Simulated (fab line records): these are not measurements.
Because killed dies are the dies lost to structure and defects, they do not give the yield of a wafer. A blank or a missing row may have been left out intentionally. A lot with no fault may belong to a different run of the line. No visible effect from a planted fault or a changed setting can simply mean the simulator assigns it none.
A lot that was struck, set against a sound lot :: flow n5 finfet :: 15 steps out of a route of 1938
Sound: wafers L421.2, L421.4, L421.6. Struck: wafers L420.2, L420.3 (left out: L420.4, a lot-mate that was not struck); the cause follows at the end.
Per side, at each step with rows, come the tool, then ch with its chambers, and then its first start. Under that, the readings that differ: sound wafers :: struck wafers :: difference of the means :: sigmas: that difference in standard deviations of wafers without a fault.
alike: readings whose means differ by less than 2 such deviations, and words and numbers that are the same on both sides. not compared: withheld readings, readings that some wafer has no value for, bounds like >300 that may hide the same value, and numbers for which the record gives no deviation and whose values overlap.
The two part at a step that has a row with sigmas, a row that says differs or no value, or rows on one side only. Numbers that don't overlap but have no deviation are shown without sigmas and don't part them. Lack of a reading on every wafer of one side parts them only where that side has two or more wafers.

N5_DUMMY_GATE_ETCH_32: etches SiO2 in CF4, target depth 3.5 nm, time 3.9 s.
  sound on rie si-06 ch 0,1,2, day 6 22:42; struck on rie si-04 ch 1,3, day 6 15:56
  alike: drypump motor current A, oes product au, throttle valve pct
  not compared: rf hours counter h
then, 1 step without rows for these wafers: N5_DUMMY_GATE_ETCH_23 (etches poly-Si in HBr/Cl2/O2, target depth 41 nm, time 22.3 s).
N5_DUMMY_GATE_ETCH_44: etches poly-Si in HBr/O2, stops on SiO2, target depth 127.5 nm.
  sound on rie si-06 ch 0,1,2, day 6 22:47; struck on rie si-04 ch 1,3, day 6 16:02
  alike: HBr_flow_sccm, drypump motor current A, oes product au, throttle valve pct
  not compared: rf hours counter h
N5_DUMMY_GATE_CD_MEAS_24 targets a cd of 15 nm.
  sound on cd sem-01, day 6 22:54; struck on cd sem-03, day 6 16:08
  alike: cd nm
N5_DUMMY_GATE_ETCH_42: etches SiO2 in CHF3/O2, target depth 3.5 nm, time 31 s.
  sound on rie diel-05 ch 1,2,3, day 6 22:57; struck on rie diel-06 ch 0,2, day 6 16:11
  alike: drypump motor current A, oes_f_703_au, oes product au, rf vpp V, showerhead plenum p Torr, throttle valve pct
  not compared: rf hours counter h
N5_DUMMY_GATE_STRIP_48: strips in N2/H2, time 20 s.
  sound on rie diel-05 ch 1,2,3, day 6 22:59; struck on rie diel-06 ch 0,2, day 6 16:14
  alike: drypump motor current A, n2 flow sccm, oes product au, rf vpp V, showerhead plenum p Torr, throttle valve pct
  not compared: rf hours counter h
then, 5 steps without rows for these wafers: N5_DUMMY_GATE_PRECLEAN_33 (cleans in dHF, time 10 s); N5_DUMMY_GATE_PRECLEAN_25 (cleans in O3/DIW, time 45 s); N5_DUMMY_GATE_PRECLEAN_51 (cleans in SC2, time 45 s); N5_DUMMY_GATE_SRD_26 (time 30 s); N5_DUMMY_GATE_UV_OZONE_45 (time 120 s).
N5_DUMMY_GATE_INSPECT_27: inspects for defects (brightfield).
  sound on defect inspect-01, day 6 23:11; struck on defect inspect-01, day 6 16:25
  alike: raw defect count
N5_SPACER0_ALD_07: deposits SiNx, target thk 2 nm.
  sound on ald sin-04 ch 0,2, day 6 23:14; struck on ald sin-03 ch 0,2, day 6 16:28
reading: model.SiNx_of_SPACER0_ALD_07.thk nm (nm)
sound: 2 2 2
struck: 1.6 1.6
difference: -0.4
sigmas: 
  alike: heater power outer w, heater power w
  not compared: since wet clean h
N5_SPACER0_ALD_00: deposits SiOCN, target thk 3.5 nm, pulse time 3 s, purge time 2 s.
  sound on ald sin-04 ch 0,2, day 6 23:23; struck on ald sin-03 ch 0,2, day 6 16:37
  alike: heater power outer w, heater power w, precursor pulse height rel
  not compared: since wet clean h
-- the record jumps here: 5 days lie between the struck wafers' starts before and after (it left off in module SPACER0 and takes up again in module BEOL_M4, whose first step shown is number 1111 of the route) --
N5_BEOL_M4_RC_MEAS_101:
  sound on prober-02 ch 0, day 11 13:49; struck on prober-02 ch 0, day 11 11:04
reading: DIBL_P (mV/V)
sound: 34.4 36.9 33.1
struck: 39.7 39.3
difference: +4.7
sigmas: +2

reading: IOFF_N (nA/um)
sound: 0.12 0.15 0.11
struck: 0.24 0.22
difference: +0.10
sigmas: +3

reading: IOFF_P (nA/um)
sound: 0.17 0.20 0.15
struck: 0.32 0.30
difference: +0.14
sigmas: +3

reading: ION_N (uA/um)
sound: 670 677 645
struck: 711 695
difference: +39
sigmas: +3

reading: ION_P (uA/um)
sound: 456 460 444
struck: 484 481
difference: +29
sigmas: +4

reading: VT_N (mV)
sound: 252 253 257
struck: 244 245
difference: -10
sigmas: -3

reading: VT_P (mV)
sound: -253 -253 -255
struck: -243 -245
difference: +10
sigmas: +3
  alike: DIBL_N, SS_N, SS_P

== WHERE THEY PART ==
Only at N5_BEOL_M4_RC_MEAS_101, as far as this record shows.

WHY: what had been put in by the simulator
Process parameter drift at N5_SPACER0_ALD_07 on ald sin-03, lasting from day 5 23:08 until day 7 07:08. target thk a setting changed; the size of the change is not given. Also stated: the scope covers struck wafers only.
